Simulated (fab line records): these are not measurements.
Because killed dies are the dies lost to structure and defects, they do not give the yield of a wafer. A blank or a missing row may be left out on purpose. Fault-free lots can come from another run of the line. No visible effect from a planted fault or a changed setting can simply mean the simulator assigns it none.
fab line records | flow nand_harc | part 1 of 2: steps 1 to 17 of 32
[record] lots = 5 | wafers = 15 | last_day = 21
route steps=1159 shown P_GATE@140
lots with no fault: from the same line, run without faults
start_h: start of the lot's first displayed wafer, in hours after the record's first day | wait_h: hours since the lot's step before | " repeats the value in the row above | L1.1+2: a single row standing in for several wafers | - no value, or no start given | * or withheld: withheld | < > ~ a bound
route shown NAME@n: names a module that has steps shown in the file, with the first one's number in the route | usual: average and standard deviation across the fault-free wafers | same: alike in all rows | chamber/n: place in a boat | sites: per-site readings | _std_site: standard deviation across them | _edge_site: inner sites' mean taken away from outer sites' mean | radius_mm: how far each site lies from the wafer's centre | mask NAME#n: copy n | behind: the tool/chamber that last shaped the wafer | hold: the reason the lot was held/the length of the hold in hours/how it ended | device: the transistor (n, p or np) that didn't switch | end of line: the same wafers' tests at the end of the route | a step given without rows: its recipe and nothing more | killed: dies that structure and defects cost at the first sort, which is not the same as the wafer's yield | map: a wafer's dies, marking killed ones x, the rest . and places with no die _
set.NAME: setting as actually run; set.NAME@STEP: the setting as run at that earlier step | model.NAME: the simulator's own value behind a step, which no gauge read
lots at selected steps of the route; one table per step, one row per wafer
services: a tool's chamber out of use, with start hour (start_h, from the record's first day; less than 0 if before it), hours out, and reason
[[steps]]
[step NHARC_P_GATE_DEVELOP_25]
[recipe] develop_time_s = 35 | dev_temp_c = 23
lot.wafer  | tool           | chamber | start_h | wait_h
L074.2+3+5 | litho_track-04 | 0       | -       | -
L076.2+3+5 | litho_track-01 | 0       | -       | -
L080.1+2+6 | litho_track-04 | 0       | -       | -
L084.1+2+4 | litho_track-01 | 0       | -       | -
L086.3+5+6 | litho_track-04 | 0       | -       | -
[step NHARC_P_GATE_CD_MEAS_26]
[recipe] target_cd_nm = 120 | landing_energy_ev = 500
[usual] cd_nm = 119.9/0.55
lot.wafer | tool      | chamber | start_h | wait_h | cd_nm
L074.2    | cd_sem-03 | 0       | 86.49   | -      | 120.6
L074.3    | "         | 0       | "       | "      | 120.4
L074.5    | "         | 0       | "       | "      | 120.9
L076.2    | cd_sem-03 | 0       | 105.68  | -      | 120.1
L076.3    | "         | 0       | "       | "      | 120.3
L076.5    | "         | 0       | "       | "      | 119.7
L080.1    | cd_sem-03 | 0       | 128.36  | -      | 120.3
L080.2    | "         | 0       | "       | "      | 120.2
L080.6    | "         | 0       | "       | "      | 120.3
L084.1    | cd_sem-03 | 0       | 144.44  | -      | 119.7
L084.2    | "         | 0       | "       | "      | 119.2
L084.4    | "         | 0       | "       | "      | 120.1
L086.3    | cd_sem-02 | 0       | 168.16  | -      | 119.8
L086.5    | "         | 0       | "       | "      | 119.6
L086.6    | "         | 0       | "       | "      | 120.0
[step NHARC_P_GATE_OVL_MEAS_27]
[usual] overlay_x_nm = 0.0/1 | overlay_y_nm = 0.2/0.77
lot.wafer | tool       | chamber | start_h | wait_h | overlay_x_nm | overlay_y_nm
L074.2    | overlay-02 | -       | 86.57   | -      | -0.9         | 0.2
L074.3    | "          | -       | "       | "      | 0.1          | 1.0
L074.5    | "          | -       | "       | "      | 0.5          | 0.6
L076.2    | overlay-02 | -       | 105.78  | -      | -1.2         | 1.1
L076.3    | "          | -       | "       | "      | -1.3         | 1.1
L076.5    | "          | -       | "       | "      | -1.2         | 0.6
L080.1    | overlay-02 | -       | 128.45  | -      | 0.5          | -0.8
L080.2    | "          | -       | "       | "      | 0.6          | -1.1
L080.6    | "          | -       | "       | "      | 0.5          | -0.6
L084.1    | overlay-01 | -       | 144.53  | -      | -1.2         | 0.3
L084.2    | "          | -       | "       | "      | -1.0         | 0.3
L084.4    | "          | -       | "       | "      | -1.2         | 0.6
L086.3    | overlay-02 | -       | 168.25  | -      | -0.9         | -0.4
L086.5    | "          | -       | "       | "      | -0.6         | 0.3
L086.6    | "          | -       | "       | "      | -0.7         | 0.5
[step NHARC_P_GATE_INSPECT_28]
[usual] raw_defect_count = 7/3.3
lot.wafer | tool              | chamber | start_h | wait_h | raw_defect_count
L074.2    | defect_inspect-02 | -       | 86.61   | 0.0    | 5
L074.3    | "                 | -       | "       | "      | 5
L074.5    | "                 | -       | "       | "      | 9
L076.2    | defect_inspect-01 | -       | 105.83  | 0.1    | 11
L076.3    | "                 | -       | "       | "      | 4
L076.5    | "                 | -       | "       | "      | 9
L080.1    | defect_inspect-02 | -       | 128.49  | 0.0    | 4
L080.2    | "                 | -       | "       | "      | 6
L080.6    | "                 | -       | "       | "      | 4
L084.1    | defect_inspect-02 | -       | 144.56  | 0.0    | 6
L084.2    | "                 | -       | "       | "      | 4
L084.4    | "                 | -       | "       | "      | 3
L086.3    | defect_inspect-01 | -       | 168.28  | 0.0    | 16
L086.5    | "                 | -       | "       | "      | 8
L086.6    | "                 | -       | "       | "      | 3
[step NHARC_P_GATE_DESCUM_31]
[recipe] time_s = 3 | o2_flow_sccm = 200 | ar_flow_sccm = 0 | bias_power_w = 0 | chemistry = O2
[usual] drypump_motor_current_A = 5.74/0.25 | mfc_ar_sccm = 0.006/0.0089 | o2_flow_sccm = 200.0/0.59 | oes_product_au = 1.002/0.007 | rf_vpp_V = 58.0/1 | showerhead_plenum_p_Torr = 1.95/0.081 | throttle_valve_pct = 11.311/0.0083
lot.wafer | tool        | chamber | start_h | wait_h | drypump_motor_current_A | mfc_ar_sccm | o2_flow_sccm | oes_product_au | rf_hours_counter_h | rf_vpp_V | showerhead_plenum_p_Torr | throttle_valve_pct
L074.2    | rie_diel-07 | 1       | 86.70   | 0.1    | 5.61                    | 0.018       | 200.0        | 1.005          | 9                  | 58.9     | 1.94                     | 11.323
L074.3    | "           | 3       | "       | "      | 5.45                    | 0           | 200.3        | 1.007          | 10                 | 57.0     | 1.94                     | 11.304
L074.5    | "           | 0       | "       | "      | 5.70                    | 0.022       | 200.5        | 0.996          | -                  | 59.0     | 2.01                     | 11.293
L076.3    | rie_diel-02 | 1       | 105.90  | 0.1    | 5.50                    | 0.023       | 199.3        | 0.991          | 40                 | 57.0     | 1.83                     | 11.315
L076.2    | "           | 3       | "       | "      | 6.08                    | 0           | 199.7        | 1.008          | 41                 | 57.3     | 1.99                     | 11.319
L076.5    | "           | 2       | "       | "      | 5.17                    | 0           | 199.5        | 1.006          | -                  | 57.0     | 1.76                     | 11.299
L080.2    | rie_diel-01 | 1       | 128.56  | 0.1    | 5.89                    | 0           | 199.2        | 1.005          | 28                 | 57.8     | 2.01                     | 11.303
L080.1    | "           | 2       | "       | "      | 5.72                    | 0           | 199.7        | 1.000          | 28                 | 57.1     | 2.02                     | 11.316
L080.6    | "           | 1       | "       | "      | 5.86                    | 0           | 199.0        | 0.994          | -                  | 57.0     | 2.01                     | 11.305
L084.2    | rie_diel-07 | 0       | 144.72  | 0.2    | 5.70                    | 0.022       | 199.8        | 1.010          | 30                 | 57.1     | 2.00                     | 11.312
L084.1    | "           | 3       | "       | "      | 5.46                    | 0           | 200.2        | 1.014          | 31                 | 57.7     | 1.93                     | 11.323
L084.4    | "           | 2       | "       | "      | 5.61                    | 0.005       | 199.7        | 1.010          | -                  | 57.3     | 1.99                     | 11.311
L086.3    | rie_diel-07 | 2       | 168.45  | 0.2    | 5.63                    | 0.005       | 199.4        | 0.996          | 43                 | 58.5     | 1.98                     | 11.310
L086.5    | "           | 3       | "       | "      | 5.48                    | 0           | 200.4        | 1.002          | -                  | 58.3     | 1.93                     | 11.297
L086.6    | "           | 2       | "       | "      | 5.64                    | 0.005       | 200.5        | 1.001          | -                  | 58.7     | 1.98                     | 11.316
[step NHARC_P_GATE_ETCH_104]
[recipe] target_depth_a = 600 | time_s = withheld | cf4_flow_sccm = 100 | chf3_flow_sccm = 30 | ar_flow_sccm = 0 | rf_w = 500 | bias_w = 200 | chemistry = CF4/CHF3
[usual] drypump_motor_current_A = 5.73/0.24 | mfc_ar_sccm = 0.006/0.0087 | oes_product_au = 0.947/0.017 | rf_vpp_V = 371.5/2.3 | showerhead_plenum_p_Torr = 1.60/0.066 | throttle_valve_pct = 16.802/0.0094
lot.wafer | tool        | chamber | start_h | wait_h | drypump_motor_current_A | mfc_ar_sccm | oes_product_au | rf_vpp_V | showerhead_plenum_p_Torr | throttle_valve_pct
L074.2    | rie_diel-07 | 1       | 86.78   | 0.1    | 5.57                    | 0.018       | 0.960          | 371.9    | 1.59                     | 16.797
L074.3    | "           | 2       | "       | "      | 5.61                    | 0.005       | 0.949          | 374.2    | 1.64                     | 16.789
L074.5    | "           | 2       | "       | "      | 5.63                    | 0.005       | 0.954          | 371.6    | 1.64                     | 16.803
L076.2    | rie_diel-02 | 2       | 105.99  | 0.1    | 5.17                    | 0           | 0.927          | 367.9    | 1.46                     | 16.802
L076.3    | "           | 3       | "       | "      | 6.09                    | 0           | 0.937          | 373.3    | 1.64                     | 16.802
L076.5    | "           | 2       | "       | "      | 5.16                    | 0           | 0.926          | 366.5    | 1.46                     | 16.807
L080.1    | rie_diel-01 | 3       | 128.88  | 0.3    | 5.68                    | 0           | 0.931          | 367.4    | 1.47                     | 16.819
L080.2    | "           | 0       | "       | "      | 6.13                    | 0.016       | 0.932          | 371.0    | 1.61                     | 16.799
L080.6    | "           | 1       | "       | "      | 5.86                    | 0           | 0.935          | 372.6    | 1.65                     | 16.805
L084.2    | rie_diel-07 | 0       | 144.84  | 0.1    | 5.70                    | 0.022       | 0.931          | 373.0    | 1.64                     | 16.785
L084.1    | "           | 2       | "       | "      | 5.63                    | 0.005       | 0.926          | 370.2    | 1.63                     | 16.798
L084.4    | "           | 2       | "       | "      | 5.61                    | 0.005       | 0.937          | 372.6    | 1.63                     | 16.804
L086.3    | rie_diel-07 | 3       | 168.74  | 0.3    | 5.46                    | 0           | 0.938          | 370.2    | 1.59                     | 16.786
L086.6    | "           | 0       | "       | "      | 5.68                    | 0.022       | 0.935          | 373.5    | 1.64                     | 16.812
L086.5    | "           | 3       | "       | "      | 5.46                    | 0           | 0.948          | 372.2    | 1.59                     | 16.790
[step NHARC_P_GATE_HM_OPEN_105]
[recipe] target_depth_a = 3600 | o2_flow_sccm = 400 | cos_flow_sccm = 20 | ar_flow_sccm = 0 | rf_w = 500 | bias_w = 300 | chemistry = O2/COS
[usual] drypump_motor_current_A = 5.76/0.25 | mfc_ar_sccm = 0.006/0.0086 | o2_flow_sccm = 400.1/1.2 | oes_product_au = 1.001/0.0079 | rf_vpp_V = 468.6/2.6 | showerhead_plenum_p_Torr = 3.19/0.12 | throttle_valve_pct = 28.331/0.01
lot.wafer | tool        | chamber | start_h | wait_h | drypump_motor_current_A | mfc_ar_sccm | o2_flow_sccm | oes_product_au | rf_hours_counter_h | rf_vpp_V | showerhead_plenum_p_Torr | throttle_valve_pct
L074.2    | rie_diel-07 | 2       | -       | -      | 5.64                    | 0.005       | 400.3        | 1.003          | 11                 | 469.0    | 3.24                     | 28.317
L074.3    | "           | 0       | "       | "      | 5.70                    | 0.022       | 398.9        | 1.005          | 9                  | 470.4    | 3.27                     | 28.331
L074.5    | "           | 3       | "       | "      | 5.45                    | 0           | 399.9        | 1.013          | -                  | 468.6    | 3.16                     | 28.331
L076.3    | rie_diel-02 | 3       | -       | -      | 6.10                    | 0           | 398.5        | 1.003          | 41                 | 468.8    | 3.24                     | 28.334
L076.2    | "           | 0       | "       | "      | 5.88                    | 0           | 398.9        | 0.984          | 42                 | 466.5    | 3.05                     | 28.333
L076.5    | "           | 0       | "       | "      | 5.86                    | 0           | 398.5        | 0.996          | -                  | 464.2    | 3.05                     | 28.341
L080.1    | rie_diel-01 | 2       | -       | -      | 5.72                    | 0           | 401.0        | 1.007          | 28                 | 469.3    | 3.28                     | 28.339
L080.2    | "           | 3       | "       | "      | 5.68                    | 0           | 399.4        | 1.014          | 28                 | 464.0    | 2.91                     | 28.342
L080.6    | "           | 0       | "       | "      | 6.18                    | 0.016       | 401.3        | 0.999          | -                  | 470.5    | 3.20                     | 28.340
L084.1    | rie_diel-07 | 3       | -       | -      | 5.49                    | 0           | 397.6        | 1.007          | 31                 | 466.7    | 3.15                     | 28.339
L084.2    | "           | 0       | "       | "      | 5.70                    | 0.022       | 400.5        | 1.009          | 30                 | 469.3    | 3.26                     | 28.333
L084.4    | "           | 2       | "       | "      | 5.63                    | 0.005       | 400.9        | 1.009          | -                  | 469.6    | 3.23                     | 28.331
L086.3    | rie_diel-07 | 0       | -       | -      | 5.71                    | 0.022       | 399.7        | 0.998          | 41                 | 469.2    | 3.26                     | 28.333
L086.5    | "           | 2       | "       | "      | 5.63                    | 0.005       | 399.1        | 1.001          | -                  | 469.0    | 3.23                     | 28.339
L086.6    | "           | 3       | "       | "      | 5.43                    | 0           | 401.7        | 1.011          | -                  | 468.3    | 3.15                     | 28.325
[step NHARC_P_GATE_STRIP_106]
[recipe] o2_flow_sccm = 400 | cos_flow_sccm = 20 | ar_flow_sccm = 0 | bias_w = 0 | chemistry = O2/COS
lot.wafer  | tool        | chamber | start_h | wait_h
L074.2+3+5 | rie_diel-07 | 3,1,2   | -       | -
L076.3+2+5 | rie_diel-02 | 1,3,0   | -       | -
L080.2+1+6 | rie_diel-01 | 0,2,1   | -       | -
L084.1+2+4 | rie_diel-07 | 0,3,2   | -       | -
L086.3+5+6 | rie_diel-07 | 0,2,3   | -       | -
[step NHARC_P_GATE_ETCH_114]
[recipe] target_depth_a = 300 | overetch_a = 30 | time_s = 16.5 | ion_energy_ev = 100 | cf4_flow_sccm = 80 | o2_flow_sccm = 20 | ar_flow_sccm = 0 | rf_w = 300 | bias_w = 100 | chemistry = CF4/O2
[usual] drypump_motor_current_A = 5.75/0.25 | mfc_ar_sccm = 0.006/0.0087 | o2_flow_sccm = 20.00/0.065 | oes_product_au = 1.003/0.007 | rf_vpp_V = 198.3/1.4 | showerhead_plenum_p_Torr = 1.36/0.057 | throttle_valve_pct = 13.397/0.0088
lot.wafer | tool        | chamber | start_h | wait_h | drypump_motor_current_A | mfc_ar_sccm | o2_flow_sccm | oes_product_au | rf_hours_counter_h | rf_vpp_V | showerhead_plenum_p_Torr | throttle_valve_pct
L074.3    | rie_diel-07 | 2       | -       | -      | 5.63                    | 0.005       | 19.97        | 1.006          | 11                 | 198.2    | 1.39                     | 13.405
L074.2    | "           | 0       | "       | "      | 5.70                    | 0.022       | 20.02        | 1.005          | 9                  | 199.8    | 1.40                     | 13.405
L074.5    | "           | 2       | "       | "      | 5.62                    | 0.005       | 19.99        | 1.006          | -                  | 200.3    | 1.39                     | 13.418
L076.3    | rie_diel-02 | 3       | -       | -      | 6.09                    | 0           | 19.91        | 1.004          | 41                 | 198.7    | 1.39                     | 13.402
L076.2    | "           | 1       | "       | "      | 5.49                    | 0.023       | 20.18        | 0.991          | 41                 | 198.4    | 1.28                     | 13.393
L076.5    | "           | 3       | "       | "      | 6.08                    | 0           | 20.01        | 1.007          | -                  | 198.5    | 1.39                     | 13.402
L080.2    | rie_diel-01 | 2       | -       | -      | 5.69                    | 0           | 20.02        | 0.996          | 28                 | 199.8    | 1.41                     | 13.387
L080.1    | "           | 1       | "       | "      | 5.96                    | 0           | 19.94        | 0.991          | 29                 | 199.9    | 1.40                     | 13.400
L080.6    | "           | 2       | "       | "      | 5.68                    | 0           | 20.04        | 0.990          | -                  | 197.5    | 1.41                     | 13.406
L084.1    | rie_diel-07 | 0       | -       | -      | 5.67                    | 0.022       | 20.08        | 1.005          | 31                 | 200.0    | 1.40                     | 13.401
L084.2    | "           | 2       | "       | "      | 5.61                    | 0.005       | 19.91        | 1.005          | 32                 | 198.3    | 1.38                     | 13.399
L084.4    | "           | 3       | "       | "      | 5.48                    | 0           | 19.97        | 1.005          | -                  | 199.3    | 1.35                     | 13.391
L086.3    | rie_diel-07 | 3       | -       | -      | 5.45                    | 0           | 20.02        | 1.009          | 42                 | 198.5    | 1.35                     | 13.397
L086.6    | "           | 3       | "       | "      | 5.46                    | 0           | 20.03        | 1.001          | -                  | 197.0    | 1.35                     | 13.400
L086.5    | "           | 0       | "       | "      | 5.70                    | 0.022       | 19.98        | 1.008          | -                  | 198.8    | 1.39                     | 13.389
[step NHARC_P_GATE_ETCH_32]
[recipe] target_depth_a = 1500 | over_etch_frac = 1 | over_etch_ion_energy_ev = 40 | time_s = 100.1 | hbr_flow_sccm = 150 | cl2_flow_sccm = 50 | rf_w = 400 | icp_w = 400 | bias_w = 100 | chemistry = HBr/Cl2
[usual] drypump_motor_current_A = 5.9/0.56 | oes_product_au = 0.998/0.0079 | throttle_valve_pct = 26.406/0.0086
lot.wafer | tool      | chamber | start_h | wait_h | drypump_motor_current_A | oes_product_au | rf_hours_counter_h | throttle_valve_pct
L074.2    | rie_si-06 | 0       | 87.18   | -      | 5.7                     | 0.996          | 0.7                | 26.412
L074.3    | "         | 1       | "       | "      | 4.6                     | 1.003          | 0.6                | 26.410
L074.5    | "         | 2       | "       | "      | 5.5                     | 0.985          | -                  | 26.407
L076.3    | rie_si-06 | 0       | 106.38  | -      | 5.7                     | 0.990          | 1.0                | 26.415
L076.2    | "         | 1       | "       | "      | 4.6                     | 0.998          | 0.8                | 26.405
L076.5    | "         | 3       | "       | "      | 6.4                     | 1.001          | -                  | 26.404
L080.2    | rie_si-06 | 1       | 129.55  | -      | 4.6                     | 1.006          | 1.0                | 26.405
L080.1    | "         | 0       | "       | "      | 5.7                     | 0.998          | 1.2                | 26.402
L080.6    | "         | 1       | "       | "      | 4.6                     | 1.010          | -                  | 26.403
L084.1    | rie_si-04 | 3       | 145.70  | -      | 5.2                     | 1.010          | 0.2                | 26.422
L084.2    | "         | 0       | "       | "      | 6.3                     | 0.986          | 0.2                | 26.408
L084.4    | "         | 2       | "       | "      | 5.8                     | 1.001          | 0.3                | 26.398
L086.3    | rie_si-05 | 3       | 169.20  | -      | 6.2                     | 0.986          | 0.8                | 26.402
L086.5    | "         | 0       | "       | "      | 6.4                     | 0.998          | -                  | 26.411
L086.6    | "         | 1       | "       | "      | 6.2                     | 0.982          | -                  | 26.415
[step NHARC_P_GATE_STRIP_108]
[recipe] o2_flow_sccm = 500 | ar_flow_sccm = 0 | bias_w = 0 | chemistry = O2
[usual] drypump_motor_current_A = 5.75/0.29 | mfc_ar_sccm = 0.005/0.0085 | o2_flow_sccm = 499.8/1.4 | oes_product_au = 0.999/0.0068 | rf_vpp_V = 57.8/0.95 | showerhead_plenum_p_Torr = 3.55/0.17 | throttle_valve_pct = 17.036/0.0094
lot.wafer | tool        | chamber | start_h | wait_h | drypump_motor_current_A | mfc_ar_sccm | o2_flow_sccm | oes_product_au | rf_hours_counter_h | rf_vpp_V | showerhead_plenum_p_Torr | throttle_valve_pct
L074.2    | rie_diel-01 | 3       | 87.34   | -      | 5.72                    | 0           | 499.2        | 0.999          | 21                 | 58.3     | 3.30                     | 17.045
L074.3    | "           | 0       | "       | "      | 6.19                    | 0.016       | 498.9        | 0.997          | 20                 | 59.2     | 3.62                     | 17.032
L074.5    | "           | 1       | "       | "      | 5.96                    | 0           | 500.8        | 1.001          | -                  | 58.3     | 3.70                     | 17.037
L076.3    | rie_diel-01 | 2       | 106.54  | -      | 5.71                    | 0           | 498.9        | 1.000          | 23                 | 59.0     | 3.71                     | 17.039
L076.2    | "           | 0       | "       | "      | 6.15                    | 0.016       | 498.5        | 0.998          | 24                 | 58.2     | 3.62                     | 17.028
L076.5    | "           | 2       | "       | "      | 5.73                    | 0           | 500.8        | 0.996          | -                  | 57.6     | 3.71                     | 17.040
L080.2    | rie_diel-01 | 3       | 129.74  | -      | 5.67                    | 0           | 500.1        | 1.015          | 29                 | 57.2     | 3.29                     | 17.033
L080.1    | "           | 1       | "       | "      | 5.87                    | 0           | 498.6        | 1.011          | 29                 | 57.1     | 3.70                     | 17.038
L080.6    | "           | 3       | "       | "      | 5.68                    | 0           | 500.0        | 0.992          | -                  | 57.6     | 3.29                     | 17.036
L084.2    | rie_diel-07 | 0       | 145.86  | -      | 5.71                    | 0.022       | 501.1        | 1.006          | 31                 | 59.1     | 3.69                     | 17.017
L084.1    | "           | 3       | "       | "      | 5.49                    | 0           | 501.3        | 1.002          | 32                 | 57.4     | 3.56                     | 17.034
L084.4    | "           | 3       | "       | "      | 5.45                    | 0           | 500.2        | 0.994          | -                  | 57.3     | 3.56                     | 17.031
L086.3    | rie_diel-01 | 3       | 169.35  | -      | 5.68                    | 0           | 501.0        | 1.000          | 4                  | 57.0     | 3.29                     | 17.022
L086.6    | "           | 1       | "       | "      | 5.88                    | 0           | 499.7        | 0.998          | -                  | 58.9     | 3.69                     | 17.042
L086.5    | "           | 2       | "       | "      | 5.70                    | 0           | 500.2        | 0.993          | -                  | 56.8     | 3.70                     | 17.027
[step NHARC_P_GATE_CD_MEAS_33]
[usual] cd_nm = 120.2/1.8
lot.wafer | tool      | chamber | start_h | wait_h | cd_nm
L074.2    | cd_sem-01 | -       | 87.49   | -      | 121.7
L074.3    | "         | -       | "       | "      | 121.4
L074.5    | "         | -       | "       | "      | 121.7
L076.2    | cd_sem-02 | -       | 106.71  | -      | 118.0
L076.3    | "         | -       | "       | "      | 121.0
L076.5    | "         | -       | "       | "      | 119.7
L080.1    | cd_sem-03 | -       | 129.91  | -      | 121.5
L080.2    | "         | -       | "       | "      | 118.6
L080.6    | "         | -       | "       | "      | 121.5
L084.1    | cd_sem-02 | -       | 146.07  | 0.2    | 118.7
L084.2    | "         | -       | "       | "      | 120.3
L084.4    | "         | -       | "       | "      | 123.1
L086.3    | cd_sem-03 | -       | 169.50  | -      | 119.6
L086.5    | "         | -       | "       | "      | 117.8
L086.6    | "         | -       | "       | "      | 118.9
[step NHARC_P_GATE_STRIP_35]
[recipe] time_s = 600 | temp_c = 130 | chemistry = SPM
lot.wafer  | tool         | chamber | start_h | wait_h
L074.3+5+2 | wet_bench-09 | 4,5,6   | 87.58   | 0.1
L076.3+2+5 | wet_bench-06 | 1,4,5   | 106.80  | 0.1
L080.2+6+1 | wet_bench-09 | 0,1,2   | 130.01  | 0.1
L084.4+1+2 | wet_bench-09 | 1,2,3   | 146.17  | 0.1
L086.6+5+3 | wet_bench-06 | 7,0,2   | 169.59  | 0.1
[step NHARC_P_GATE_PRECLEAN_73]
[recipe] time_s = * | temp_c = 50 | bath_age_min = 0 | chemistry = SC1
[usual] h2o2_flow_mL_min = 56.61/0.15
lot.wafer | tool         | chamber | start_h | wait_h | h2o2_flow_mL_min
L074.3    | wet_bench-09 | 4       | -       | -      | 56.55
L074.5    | "            | 5       | "       | "      | 56.41
L074.2    | "            | 6       | "       | "      | 56.81
L076.3    | wet_bench-06 | 1       | -       | -      | 56.62
L076.2    | "            | 4       | "       | "      | 56.66
L076.5    | "            | 5       | "       | "      | 56.54
L080.2    | wet_bench-09 | 0       | -       | -      | 56.53
L080.6    | "            | 1       | "       | "      | 56.66
L080.1    | "            | 2       | "       | "      | 56.45
L084.4    | wet_bench-09 | 1       | -       | -      | 56.66
L084.1    | "            | 2       | "       | "      | 56.71
L084.2    | "            | 3       | "       | "      | 56.56
L086.6    | wet_bench-06 | 7       | -       | -      | 56.68
L086.5    | "            | 0       | "       | "      | 56.65
L086.3    | "            | 2       | "       | "      | 56.43
[step NHARC_P_GATE_SRD_74]
lot.wafer  | tool         | chamber | start_h | wait_h
L074.3+5+2 | wet_bench-09 | 4,5,6   | -       | -
L076.3+2+5 | wet_bench-06 | 1,4,5   | -       | -
L080.2+6+1 | wet_bench-09 | 0,1,2   | -       | -
L084.4+1+2 | wet_bench-09 | 1,2,3   | -       | -
L086.6+5+3 | wet_bench-06 | 7,0,2   | -       | -
[step NHARC_P_GATE_ALD_36]
[recipe] target_thk_a = 200 | pulse_time_s = 60 | ald_cycles = 223 | temp_c = 400 | material = SiNx
[usual] heater_power_w = 830/60 | precursor_pulse_height_rel = 0.997/0.021
lot.wafer | tool       | chamber | start_h | wait_h | heater_power_w | precursor_pulse_height_rel
L074.2    | ald_sin-04 | 2       | 87.96   | -      | 813            | 1.002
L074.3    | "          | 0       | 90.07   | -      | 841            | 0.955
L074.5    | "          | 3       | 93.23   | -      | 761            | 0.985
L076.3    | ald_sin-04 | 1       | 109.29  | -      | 908            | 0.984
L076.2    | "          | 2       | 110.35  | -      | 799            | 1.026
L076.5    | "          | 0       | 112.46  | -      | 872            | 1.006
L080.2    | ald_sin-04 | 0       | 130.36  | -      | 862            | 1.006
L080.1    | "          | 3       | 133.54  | -      | 743            | 1.008
L080.6    | "          | 1       | 135.66  | -      | 942            | 0.997
L084.4    | ald_sin-03 | 2       | 146.54  | -      | 768            | 1.007
L084.1    | "          | 3       | 147.59  | -      | 849            | 0.975
L084.2    | "          | 0       | 148.64  | -      | 918            | 0.941
L086.3    | ald_sin-03 | 3       | 171.01  | -      | 818            | 1.009
L086.6    | "          | 2       | 174.17  | -      | 772            | 1.026
L086.5    | "          | 3       | 175.23  | -      | 829            | 1.009
[step NHARC_P_GATE_ETCHBACK_37]
[recipe] target_depth_a = 345 | time_s = 17.2 | chf3_flow_sccm = 50 | o2_flow_sccm = 10 | ar_flow_sccm = 200 | rf_w = 500 | bias_w = 200 | chemistry = CHF3/O2
[usual] drypump_motor_current_A = 5.77/0.26 | mfc_ar_sccm = 200.0/0.63 | o2_flow_sccm = 10.00/0.031 | oes_product_au = 0.96/0.036 | rf_vpp_V = 371.0/2.4 | showerhead_plenum_p_Torr = 2.43/0.11 | throttle_valve_pct = 20.572/0.0093
lot.wafer | tool        | chamber | start_h | wait_h | drypump_motor_current_A | mfc_ar_sccm | o2_flow_sccm | oes_product_au | rf_hours_counter_h | rf_vpp_V | showerhead_plenum_p_Torr | throttle_valve_pct
L074.3    | rie_diel-07 | 2       | -       | -      | 5.63                    | 200.3       | 10.01        | 0.93           | 14                 | 371.9    | 2.50                     | 20.571
L074.2    | "           | 0       | "       | "      | 5.69                    | 199.7       | 9.95         | 0.94           | 12                 | 372.5    | 2.52                     | 20.588
L074.5    | "           | 2       | "       | "      | 5.65                    | 200.4       | 10.03        | 0.93           | -                  | 372.0    | 2.50                     | 20.568
L076.2    | rie_diel-02 | 0       | -       | -      | 5.86                    | 200.7       | 10.00        | 0.93           | 46                 | 369.1    | 2.34                     | 20.574
L076.3    | "           | 1       | "       | "      | 5.51                    | 199.8       | 9.98         | 0.94           | 45                 | 368.4    | 2.30                     | 20.563
L076.5    | "           | 0       | "       | "      | 5.85                    | 199.6       | 10.06        | 0.93           | -                  | 369.2    | 2.34                     | 20.578
L080.1    | rie_diel-07 | 0       | -       | -      | 5.68                    | 199.2       | 10.02        | 1.00           | 29                 | 372.5    | 2.51                     | 20.580
L080.2    | "           | 2       | "       | "      | 5.61                    | 200.1       | 9.96         | 1.02           | 31                 | 372.2    | 2.49                     | 20.567
L080.6    | "           | 2       | "       | "      | 5.63                    | 200.8       | 9.96         | 1.00           | -                  | 373.6    | 2.49                     | 20.568
L084.2    | rie_diel-01 | 3       | -       | -      | 5.70                    | 201.1       | 9.99         | 1.00           | 0                  | 366.3    | 2.24                     | 20.574
L084.4    | "           | 0       | "       | "      | 6.17                    | 200.4       | 10.01        | 1.01           | 2                  | 371.4    | 2.46                     | 20.557
L084.1    | "           | 2       | "       | "      | 5.67                    | 200.7       | 9.98         | 0.99           | 2                  | 373.7    | 2.53                     | 20.569
L086.3    | rie_diel-01 | 2       | -       | -      | 5.69                    | 199.7       | 9.97         | 0.93           | 9                  | 373.4    | 2.52                     | 20.577
L086.6    | "           | 2       | "       | "      | 5.69                    | 200.5       | 9.98         | 0.93           | -                  | 373.8    | 2.52                     | 20.580
L086.5    | "           | 3       | "       | "      | 5.68                    | 199.2       | 10.04        | 0.93           | -                  | 366.9    | 2.24                     | 20.579
